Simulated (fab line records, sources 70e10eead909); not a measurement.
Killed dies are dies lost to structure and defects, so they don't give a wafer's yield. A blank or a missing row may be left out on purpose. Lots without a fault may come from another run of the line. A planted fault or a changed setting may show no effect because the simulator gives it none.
Chamber matching | flow nand_harc | NHARC_A_STAIRCASE_ETCH_292 on rie_diel-13: 4 sister chambers
The step etches the open film in CF4/CHF3. 8 wafers are shown with their chamber, then 7 later ones without.

WAFERS WITH THEIR CHAMBER
wafer  | chamber | showerhead_plenum_p_Torr (Torr) | drypump_motor_current_A (A)
L084.2 | 0       | 1.47                            | 6.1
L084.3 | 1       | 1.58                            | 6.3
L086.5 | 3       | 1.64                            | 5.0
L090.3 | 3       | 1.63                            | 5.0
L090.4 | 1       | 1.58                            | 6.4
L090.5 | 2       | 1.62                            | 6.0
L089.2 | 2       | 1.62                            | 6.0
L089.3 | 0       | 1.47                            | 6.1

WAFERS WITHOUT THEIR CHAMBER
wafer  | showerhead_plenum_p_Torr (Torr) | drypump_motor_current_A (A)
L089.5 | 1.47                            | 6.1
L091.1 | 1.62                            | 5.9
L091.2 | 1.63                            | 5.0
L091.5 | 1.46                            | 6.1
L093.1 | 1.46                            | 6.1
L093.3 | 1.62                            | 5.9
L093.5 | 1.63                            | 5.0

WHICH CHAMBER EACH WENT THROUGH
wafer  | from the rows above | in truth
L089.5 | 0                   | 0
L091.1 | 2                   | 2
L091.2 | 3                   | 3
L091.5 | 0                   | 0
L093.1 | 0                   | 0
L093.3 | 2                   | 2
L093.5 | 3                   | 3
Placed correctly: 7 of 7. Can't be placed from these rows: 0. Placed wrongly: 0.
How it was worked out, from the rows above alone: a wafer's distance from a chamber is the root of the sum, over the readings, of the square of ((its reading less the chamber's mean) divided by the reading's scatter). The wafer belongs to the nearest chamber; if the next one is less than 2 further off, it can't be placed. A chamber's mean is the mean of its shown wafers. The scatter: the root of (the sum of the squares of (reading less its chamber's mean) over the shown wafers, divided by (wafers less chambers)).
